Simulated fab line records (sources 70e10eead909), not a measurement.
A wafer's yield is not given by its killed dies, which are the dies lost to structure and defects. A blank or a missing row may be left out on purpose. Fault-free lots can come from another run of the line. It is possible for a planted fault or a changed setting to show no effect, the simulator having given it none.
Chamber matching :: flow nand_harc :: wet_bench-05 running NHARC_P_GATE_PRECLEAN_99: 7 sister chambers
The step cleans in SC1. 11 wafers are shown with their chamber, then 7 later ones without.

== WAFERS WITH THEIR CHAMBER ==
wafer: L921.6
chamber: 5
bath_heat_duty_pct (%): 7.4

wafer: L922.1
chamber: 7
bath_heat_duty_pct (%): 7.8

wafer: L922.5
chamber: 4
bath_heat_duty_pct (%): 7.2

wafer: L923.1
chamber: 0
bath_heat_duty_pct (%): 7.5

wafer: L923.2
chamber: 7
bath_heat_duty_pct (%): 6.9

wafer: L923.6
chamber: 1
bath_heat_duty_pct (%): 6.1

wafer: L924.1
chamber: 0
bath_heat_duty_pct (%): 6.9

wafer: L924.4
chamber: 6
bath_heat_duty_pct (%): 7.1

wafer: L924.5
chamber: 4
bath_heat_duty_pct (%): 6.4

wafer: L930.3
chamber: 1
bath_heat_duty_pct (%): 5.4

wafer: L930.5
chamber: 3
bath_heat_duty_pct (%): 7.9

== WAFERS WITHOUT THEIR CHAMBER ==
wafer: L930.6
bath_heat_duty_pct (%): 6.5

wafer: L940.1
bath_heat_duty_pct (%): 6.3

wafer: L940.2
bath_heat_duty_pct (%): 7.0

wafer: L940.3
bath_heat_duty_pct (%): 6.5

wafer: L941.1
bath_heat_duty_pct (%): 6.6

wafer: L941.5
bath_heat_duty_pct (%): 6.7

wafer: L941.6
bath_heat_duty_pct (%): 6.0

== THE CHAMBER EACH PASSED THROUGH ==
wafer: L930.6
from the rows above: can't be placed: 4 or 6 or 0 or 1 or 7 or 5
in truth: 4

wafer: L940.1
from the rows above: can't be placed: 4 or 1 or 6 or 0 or 7 or 5
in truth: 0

wafer: L940.2
from the rows above: can't be placed: 6 or 4 or 0 or 7 or 5 or 3
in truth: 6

wafer: L940.3
from the rows above: can't be placed: 4 or 6 or 0 or 1 or 7 or 5
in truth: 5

wafer: L941.1
from the rows above: can't be placed: 4 or 6 or 0 or 7 or 5 or 1
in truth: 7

wafer: L941.5
from the rows above: can't be placed: 4 or 6 or 0 or 7 or 5 or 1
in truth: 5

wafer: L941.6
from the rows above: can't be placed: 1 or 4 or 6 or 0
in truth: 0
Placed correctly: 0 of 7. Cannot be placed on the basis of these rows: 7; the candidates contain the true chamber in 7. Number placed wrongly: 0.
How it was worked out, from the rows above alone: a wafer's distance from a chamber is the root of the sum, over the readings, of the square of ((its reading less the chamber's mean) divided by the reading's scatter). The wafer belongs to the nearest chamber; if the next one is less than 2 further off, it can't be placed. A chamber's mean is the mean of its shown wafers. The scatter: take each reading less its chamber's mean, square it, sum over the shown wafers, divide by the number of wafers less the number of chambers, and take the root.
